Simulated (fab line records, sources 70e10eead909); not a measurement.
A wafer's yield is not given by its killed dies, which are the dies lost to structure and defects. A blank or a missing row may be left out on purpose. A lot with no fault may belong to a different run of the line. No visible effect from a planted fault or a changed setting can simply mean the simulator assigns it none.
A struck lot beside a sound one    flow nand-harc    15 out of 1159 route steps
Sound: wafers L391.1, L391.3, L391.6. Struck: wafers L388.4, L388.5. (L388.1 of the same lot was not struck and is left out.) The cause comes at the end.
At each step with rows: each side's tool, then ch and its chambers, then its first start. Under that, the readings that differ: sound wafers    struck wafers    difference of the means    sigmas: that difference in standard deviations of wafers without a fault.
alike: a reading whose means differ by less than 2 such deviations, as well as words and numbers matching on both sides. not compared: withheld readings; readings where some wafer has no value; bounds like >300 that might hide an equal value; numbers whose values overlap and for which the record gives no deviation.
The two part at a step that has a row with sigmas, a row that says differs or no value, or rows on one side only. Numbers that have no deviation but don't overlap get no sigmas and don't part them. Lack of a reading on every wafer of one side parts them only where that side has two or more wafers.

first, 7 steps without rows for these wafers: NHARC_P_STI_COAT_41 (time 65 s); NHARC_P_STI_COAT_03 (resist thk 600 nm); NHARC_P_STI_SOFTBAKE_04 (time 70 s); NHARC_P_STI_EBR_05; NHARC_P_STI_EXPOSE_06 (exposes mask P STI, target cd 200 nm); NHARC_P_STI_PEB_07 (peb time 80 s); NHARC_P_STI_DEVELOP_08 (time 50 s).
NHARC_P_STI_CD_MEAS_09 targets a cd of 200 nm.
  sound on cd-sem-01 ch 0, day 6 06:03; struck on cd-sem-01 ch 0, day 5 12:32
  alike: cd-nm
NHARC_P_STI_OVL_MEAS_10:
  struck on overlay-01, day 5 12:37; sound on overlay-02, day 6 06:08
  alike: overlay-x-nm, overlay-y-nm
NHARC_P_STI_INSPECT_11:
  struck on defect-inspect-02, day 5 12:40; sound on defect-inspect-02, day 6 06:10
  alike: raw-defect-count
then, 1 step without rows for these wafers: NHARC_P_STI_HARDBAKE_13 (time 65 s).
NHARC_P_STI_DESCUM_14: chemistry O2, time 3 s.
  sound on rie-diel-04 ch 1,2, day 6 06:19; struck on rie-diel-03 ch 3, day 5 12:47
  alike: drypump-motor-current-A, oes-product-au, rf-vpp-V, showerhead-plenum-p-Torr, throttle-valve-pct
  not compared: rf-hours-counter-h
NHARC_P_STI_ETCH_42: etches the open film in N2/H2, target depth 80 nm, overetch 24 nm, time 61 s.
  sound on rie-diel-04 ch 1,2, day 6 06:24; struck on rie-diel-03 ch 0, day 5 12:53
reading                          sound              struck       difference  sigmas
drypump-motor-current-A (A)      5.8 6.5 6.5        5.5 5.5      -0.8        -2
rf-vpp-V (V)                     426.8 427.3 425.6  434.3 433.6  +7.4        +3
run-length-s (s)                 82.4 81.4 81.5     65.6 66.0    -16.0       -36
showerhead-plenum-p-Torr (Torr)  1.94 1.90 1.90     2.12 2.12    +0.21       +2
  alike: oes-product-au, throttle-valve-pct
  not compared: rf-hours-counter-h
NHARC_P_STI_ETCH_31: etches the open film in CF4/CHF3, target depth 108.9 nm, time 54.5 s.
  sound: rie-diel-04 ch 0,1,2; struck: rie-diel-03 ch 2
reading                      sound        struck   difference  sigmas
drypump-motor-current-A (A)  6.0 5.8 6.5  5.3 5.3  -0.8        -2
  alike: oes-product-au, rf-vpp-V, run-length-s, showerhead-plenum-p-Torr, throttle-valve-pct
  not compared: rf-hours-counter-h
-- break in the record here, with 17 days between the starts of the struck wafers on either side (left off in module P_STI, picked up again in module END, where the first step shown is number 1159 on the route) --
NHARC_END_SORT_01:
  here the record holds rows for the struck wafers (prober-01 ch 0, day 22 17:40) but none for the sound ones

WHERE THEY PART
At NHARC_P_STI_ETCH_42 first; at NHARC_END_SORT_01 last (within this record only).

WHY: what had been put in by the simulator
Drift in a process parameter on rie-diel-03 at NHARC_P_STI_ETCH_42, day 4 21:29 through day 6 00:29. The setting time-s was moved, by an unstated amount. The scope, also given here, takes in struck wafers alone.
